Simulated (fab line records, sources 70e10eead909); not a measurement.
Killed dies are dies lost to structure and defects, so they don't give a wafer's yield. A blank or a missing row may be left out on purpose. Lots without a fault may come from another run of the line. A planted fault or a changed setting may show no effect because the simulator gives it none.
Problem report in the 8D (eight disciplines) form, filled by code | flow nand_harc | the parts of the form that need people (team, actions taken, sign-off) are left out

1. THE PROBLEM
heater_power_total_W at NHARC_A_BLC_SOFTBAKE_05 reads a mean of 222.61 W on 3 wafers of 2 lots; wafers without a fault read 188.45 W with a standard deviation of 0.14. That is +99 or more standard deviations from the usual mean.
The step: time 55 s.
First seen on wafer L983.1, day 25 21:00, on litho_track-04. The record holds 38 wafers of 13 lots with a number at this step. Rule for "out", or "out of limits": more than 4 standard deviations from the usual mean. The other wafers with a number count as sound.

2. WHAT IT IS AND WHAT IT IS NOT
question                    | is                     | is not
which readings at this step | heater_power_total_W   | -
which lots                  | L983, L985             | L977, L978, L980, L989, L991, L992, L994, L995, L996, L997, L998
which wafers of those lots  | L983.1, L985.1, L985.2 | L983.4, L985.6
read on which tools         | litho_track-04         | litho_track-01, litho_track-06
when                        | from day 25 21:00      | up to then (10 sound wafers); but 25 sound wafers of L985, L989, L991, L992, L994, L995, L996, L997, L998 came after

3. SUSPECTS, AND WHAT RULES EACH OUT
Counting: a tool at a process step up to the reading stays a suspect if it ran every lot that is out. Sound lots after the first of them don't rule it out here, since some wafers of a struck lot are sound.
- litho_track-04 at NHARC_A_BLC_SOFTBAKE_05 (time 55 s): kept. It ran every lot that is out, first L983 (day 25 21:00); its last sound lot up to then is L980 (day 24 11:00). Its own readings are out on those wafers: heater_power_total_W.
Left after counting: litho_track-04 at NHARC_A_BLC_SOFTBAKE_05.

4. THE CAUSE (what the simulator had put in)
Process parameter drift: litho_track-04, from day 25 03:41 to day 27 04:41, at NHARC_A_BLC_SOFTBAKE_05. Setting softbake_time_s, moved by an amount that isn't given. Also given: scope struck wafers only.
Counting left only this tool.

5. THE CHAIN OF EFFECTS, in route order
Each row: a reading whose mean over the struck wafers that have a number lies more than 3 standard deviations from the usual. Only readings for which the record gives a usual standard deviation are gone through. hours: the time from each lot's start at the first step in this table that gives one to its start at this step, as a median over the lots. sigmas: the change in usual standard deviations.
hours | step                    | reading              | usual    | on struck wafers | change | sigmas
0     | NHARC_A_BLC_SOFTBAKE_05 | heater_power_total_W | 188.45 W | 222.61           | +34.16 | +99 or more
The process steps in it:
- NHARC_A_BLC_SOFTBAKE_05: time 55 s.
Later measuring or inspecting steps at which every struck wafer that the step has a row for has a number for every such reading, and none has moved that far: NHARC_A_BLC_INSPECT_12.

6. WHAT WOULD HAVE CAUGHT IT SOONER
In this record the first reading out of limits was taken at day 25 21:00, 17 hours after the fault began at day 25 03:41.
